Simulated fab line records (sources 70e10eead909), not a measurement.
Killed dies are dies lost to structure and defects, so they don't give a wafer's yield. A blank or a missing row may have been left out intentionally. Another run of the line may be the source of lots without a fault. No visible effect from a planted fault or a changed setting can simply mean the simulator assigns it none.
The tool behind it: which one? -- flow nand_harc -- Sampling: 13 lots, 39 wafers, 6 of 1159 route steps

== WHAT EACH GAUGE READ, for each wafer ==
NHARC_P_ZERO_WELL_CD_MEAS_24 targets a cd of 720 nm. Usual: cd_nm reads 720.2 nm (standard deviation 2.1).
lot,measured,on,cd_nm (nm),flag
L835,day 1 14:27,cd_sem-02,721.7 722.0 718.6,
L836,day 1 20:34,cd_sem-03,721.6 720.3 719.9,
L838,day 2 08:37,cd_sem-01,720.3 721.5 721.1,
L839,day 2 14:29,cd_sem-01,719.8 720.4 721.7,
L841,day 3 02:29,cd_sem-03,717.4 717.9 719.7,
L844,day 3 20:29,cd_sem-03,- - -,OFF
L845,day 4 02:22,cd_sem-03,719.6 714.8 720.3,
L848,day 4 20:35,cd_sem-03,722.4 722.1 723.1,
L853,day 6 02:35,cd_sem-02,719.1 719.1 715.3,
L854,day 6 08:27,cd_sem-03,722.3 719.5 719.9,
L855,day 6 14:36,cd_sem-01,719.2 719.5 719.6,
L857,day 7 02:28,cd_sem-02,724.7 726.6 722.9,
L858,day 7 08:28,cd_sem-02,719.9 721.2 717.3,

NHARC_P_STI_INSPECT_25. Usual: raw_defect_count reads 215 (standard deviation 73).
lot,measured,on,raw_defect_count,flag
L835,day 3 15:17,defect_inspect-01,185 172 150,
L836,day 4 03:11,defect_inspect-01,282 282 200,
L838,day 4 11:47,defect_inspect-01,204 204 289,
L839,day 4 19:46,defect_inspect-01,221 308 190,
L841,day 5 09:58,defect_inspect-01,172 241 256,
L845,day 6 02:38,defect_inspect-01,166 202 202,
L848,day 6 21:49,defect_inspect-01,166 327 140,
L853,day 8 07:10,defect_inspect-01,219 179 130,
L854,day 8 14:22,defect_inspect-01,198 146 308,
L855,day 8 14:22,defect_inspect-02,170 166 126,
L857,day 9 07:36,defect_inspect-02,129 182 133,
L858,day 9 07:36,defect_inspect-01,131 187 246,

NHARC_END_SORT_01. Usual: killed_at_array 26, standard deviation 9.7; killed_at_other 1.0, standard deviation 1.2; killed_at_periphery 3.9, standard deviation 2.6; killed_dies 31, standard deviation 9.7; killed_open 3.2, standard deviation 1.8; killed_short 2.0, standard deviation 1.3.
lot,measured,on,killed_at_array,killed_at_other,killed_at_periphery,killed_dies,killed_open,killed_short,flag
L844,day 21 16:19,prober-01,21 33 22,2 1 2,654 643 653,677 677 677,7 4 1,2 2 0,OFF

== WHAT TOOL EACH LOT RAN ON (gives the tool, then ch and the chambers of the sampled wafers, and finally the start) ==
lot,NHARC_P_ZERO_WELL_EXPOSE_21,NHARC_P_STI_CMP_21,NHARC_P_GATE_ETCH_32
L835,"krf_scanner-03 ch 0, day 1 14:18","cmp-02 ch 0,1,3, day 3 06:44","rie_si-02 ch 0,3, day 4 17:34"
L836,"krf_scanner-01 ch 0, day 1 20:25","cmp-04 ch 0,2,3, day 3 18:50","rie_si-06 ch 1,2,3, day 5 05:26"
L838,"krf_scanner-03 ch 0, day 2 08:28","cmp-02 ch 1,3, day 4 00:26","rie_si-06 ch 1,3, day 5 10:42"
L839,"krf_scanner-03 ch 0, day 2 14:20","cmp-03 ch 0,1,2, day 4 08:15","rie_si-02 ch 0,3, day 5 19:13"
L841,"krf_scanner-02 ch 0, day 3 02:20","cmp-04 ch 0,2,3, day 5 01:32","rie_si-06 ch 0,1,2, day 6 09:26"
L844,"krf_scanner-03 ch 0, day 3 20:20",-,-
L845,"krf_scanner-03 ch 0, day 4 02:11","cmp-04 ch 0,1,3, day 5 14:58","rie_si-02 ch 0,2,3, day 7 02:03"
L848,"krf_scanner-01 ch 0, day 4 20:26","cmp-04 ch 0,1, day 6 13:02","rie_si-04 ch 0,1, day 8 00:06"
L853,"krf_scanner-01 ch 0, day 6 02:26","cmp-04 ch 0,2,3, day 7 21:53","rie_si-02 ch 1,2, day 9 07:17"
L854,"krf_scanner-02 ch 0, day 6 08:18","cmp-04 ch 0,1,2, day 8 03:29","rie_si-04 ch 0,1,3, day 9 14:13"
L855,"krf_scanner-03 ch 0, day 6 14:27","cmp-02 ch 0,1,2, day 8 03:32","rie_si-04 ch 0,2,3, day 9 12:40"
L857,"krf_scanner-01 ch 0, day 7 02:19","cmp-04 ch 0,1,2, day 8 22:20","rie_si-02 ch 0,2,3, day 10 14:28"
L858,"krf_scanner-03 ch 0, day 7 08:18","cmp-02 ch 1,2,3, day 8 22:20","rie_si-04 ch 1,2, day 10 14:24"
- NHARC_P_ZERO_WELL_EXPOSE_21: exposes mask P NWELL, target cd 720 nm.
- NHARC_P_STI_CMP_21: polishes, t overpolish 20 s, target thk 380.67 nm.
- NHARC_P_GATE_ETCH_32: etches the open film in HBr/Cl2, target depth 150 nm, time 100.1 s.

== WHAT THE TOOLS THEMSELVES READ (means of the sampled wafers that have a number; where no wafer has one, the mark that the record gives instead) ==
NHARC_P_STI_CMP_21. Usual: motor_current_A 11.9 A, standard deviation 1; overpolish_run_s 20.000 s, standard deviation 0.0084; slurry_filter_dp_kPa 13.49 kPa, standard deviation 0.14.
lot,tool,motor_current_A (A),overpolish_run_s (s),slurry_filter_dp_kPa (kPa),flag
L835,cmp-02,13.0,19.996,13.37,
L836,cmp-04,11.9,19.997,13.51,
L838,cmp-02,13.2,20.000,13.53,
L839,cmp-03,11.0,19.996,13.42,
L841,cmp-04,11.8,20.003,13.60,
L845,cmp-04,12.2,20.003,13.52,
L848,cmp-04,12.0,20.003,13.29,
L853,cmp-04,11.9,19.997,13.51,
L854,cmp-04,11.8,20.001,13.39,
L855,cmp-02,12.4,19.994,13.50,
L857,cmp-04,11.5,20.000,13.48,
L858,cmp-02,12.1,19.993,13.35,

NHARC_P_GATE_ETCH_32. Usual: drypump_motor_current_A 5.6 A, standard deviation 0.44; oes_product_au 1.002 a.u., standard deviation 0.013; throttle_valve_pct 26.405 %, standard deviation 0.0084.
lot,tool,drypump_motor_current_A (A),oes_product_au (a.u.),throttle_valve_pct (%),flag
L835,rie_si-02,5.2,1.006,26.407,
L836,rie_si-06,5.2,1.008,26.402,
L838,rie_si-06,5.1,0.992,26.405,
L839,rie_si-02,5.5,1.014,26.401,
L841,rie_si-06,5.5,1.012,26.400,
L845,rie_si-02,5.4,1.010,26.408,
L848,rie_si-04,5.3,0.985,26.393,
L853,rie_si-02,5.8,0.988,26.402,
L854,rie_si-04,5.6,0.999,26.414,
L855,rie_si-04,5.8,1.003,26.403,
L857,rie_si-02,5.4,1.012,26.402,
L858,rie_si-04,6.1,1.007,26.404,

== THE ANSWER, worked out from the rows above alone ==
Rule: a lot is off if the mean of its wafers that have a number lies more than 3 standard deviations from the usual mean. Also off: a lot with no number at a reading for which 4 or more lots have one. Any other lot the step has rows for is counted as sound. Order of review: gauges by route order, followed by the tools' own readings, for which a lot's mean as printed above is used. At the first step where some lot is off, the reading lying furthest off is the one used; lots without a number count as furthest.
Off: L844 (NHARC_P_ZERO_WELL_CD_MEAS_24, cd_nm). Without a number there: L844.
If a tool, at a process step before that reading, ran all the lots that are off and no sound lot after the first of them, it fits. Not tried: the gauges at NHARC_P_ZERO_WELL_CD_MEAS_24; whatever is off there is also off at NHARC_END_SORT_01, on other tools, and gauge error can't account for it. No candidate that was tried fits.

== WHAT HAD BEEN PUT IN BY THE SIMULATOR ==
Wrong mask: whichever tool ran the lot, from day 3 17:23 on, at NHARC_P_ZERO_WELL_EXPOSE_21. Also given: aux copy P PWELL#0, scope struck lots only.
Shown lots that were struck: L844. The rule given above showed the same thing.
